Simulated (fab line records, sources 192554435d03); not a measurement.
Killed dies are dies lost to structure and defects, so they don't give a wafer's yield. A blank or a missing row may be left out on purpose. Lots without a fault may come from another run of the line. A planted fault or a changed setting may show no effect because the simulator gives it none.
Chamber matching | flow n5_finfet | N5_MOL_CONTACT_COAG_ETCH_110 on rie_diel-02: 4 sister chambers
The step etches Si in CF4/O2, target depth 2.5 nm, time 8 s. 4 wafers are shown with their chamber, then 8 later ones without.

WAFERS WITH THEIR CHAMBER
wafer  | chamber | drypump_motor_current_A (A)
L088.1 | 1       | 4.8
L088.4 | 2       | 5.6
L088.5 | 3       | 5.8
L091.1 | 0       | 5.5

WAFERS WITHOUT THEIR CHAMBER
wafer  | drypump_motor_current_A (A)
L091.4 | 5.9
L091.5 | 5.5
L092.4 | 5.6
L092.5 | 4.8
L092.6 | 5.6
L093.2 | 5.6
L093.3 | 4.8
L093.4 | 5.4

WHICH CHAMBER EACH WENT THROUGH
wafer  | from the rows above     | in truth
L091.4 | 3                       | 3
L091.5 | can't be placed: 0 or 2 | 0
L092.4 | can't be placed: 2 or 0 | 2
L092.5 | 1                       | 1
L092.6 | can't be placed: 2 or 0 | 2
L093.2 | can't be placed: 2 or 0 | 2
L093.3 | 1                       | 1
L093.4 | can't be placed: 0 or 2 | 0
Placed correctly: 3 of 8. Can't be placed from these rows: 5 (the true chamber is among the candidates in 5). Placed wrongly: 0.
How it was worked out, from the rows above alone: a wafer's distance from a chamber is the root of the sum, over the readings, of the square of ((its reading less the chamber's mean) divided by the reading's scatter). The wafer belongs to the nearest chamber; if the next one is less than 2 further off, it can't be placed. A chamber's mean is the mean of its shown wafers. The scatter: with one shown wafer a chamber, the root of the mean of the squares of how far each hidden wafer lies from its nearest shown one.
